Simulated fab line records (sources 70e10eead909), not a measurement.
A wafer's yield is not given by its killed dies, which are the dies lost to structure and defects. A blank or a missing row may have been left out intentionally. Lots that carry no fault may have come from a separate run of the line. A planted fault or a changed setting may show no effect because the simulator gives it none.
Which tool was responsible? ; flow nand-harc ; 7 lots, 21 wafers sampled, at 2 steps of a route of 1302

== WHAT THE GAUGES READ, wafer by wafer ==
NHARC_A_ONON_D2_THK_MEAS_30: measures by ellipsometry.
lot;measured;on;thk-nm (nm)
L317;day 13 07:05;film-metro-01;999 998 999
L321;day 14 22:42;film-metro-02;1181 1181 1181
L326;day 17 09:52;film-metro-01;1003 1004 1005
L330;day 19 06:43;film-metro-01;1004 1005 1003
L334;day 20 16:53;film-metro-01;990 992 989
L336;day 21 12:53;film-metro-02;1002 1003 1002
L339;day 22 22:30;film-metro-01;992 991 992

== WHICH TOOL RAN EACH LOT (tool, then ch and the chambers of the sampled wafers, then the start) ==
lot;NHARC_A_ONON_D2_DEP_28
L317;pecvd-onon-01 ch 0, day 13 06:38
L321;pecvd-onon-01 ch 0, day 14 22:15
L326;pecvd-onon-04 ch 0, day 17 09:22
L330;pecvd-onon-01 ch 0, day 19 06:11
L334;pecvd-onon-04 ch 0, day 20 16:30
L336;pecvd-onon-01 ch 0, day 21 12:34
L339;pecvd-onon-01 ch 0, day 22 22:07
- NHARC_A_ONON_D2_DEP_28: target thk 1000 nm.

== THE ANSWER, worked out from the rows above alone ==
Rule: the usual values come from the lots themselves. The widest of any qualifying gaps counts: lots, ordered by their means at a reading, are off when they make up no more than a third of the lots, leave a main group of 4 or more, and stand apart from it by 3 or more times the standard deviation of that group's means. A main group whose means are all the same, to the digits that the tables above print for the reading, isn't used. Also off: a lot with no number at a reading for which 4 or more lots have one. Any other lot the step has rows for is counted as sound.
Off: L321, at NHARC_A_ONON_D2_THK_MEAS_30 (thk-nm). The main group has a mean of 998 nm with a standard deviation of 5.6.
A tool fits if, at a process step before that reading, it ran every lot that is off, and no sound lot after the first of them. Those tools and the gauges at NHARC_A_ONON_D2_THK_MEAS_30 are tried in the same way. No candidate that was tried fits.

== WHAT THE SIMULATOR PUT IN ==
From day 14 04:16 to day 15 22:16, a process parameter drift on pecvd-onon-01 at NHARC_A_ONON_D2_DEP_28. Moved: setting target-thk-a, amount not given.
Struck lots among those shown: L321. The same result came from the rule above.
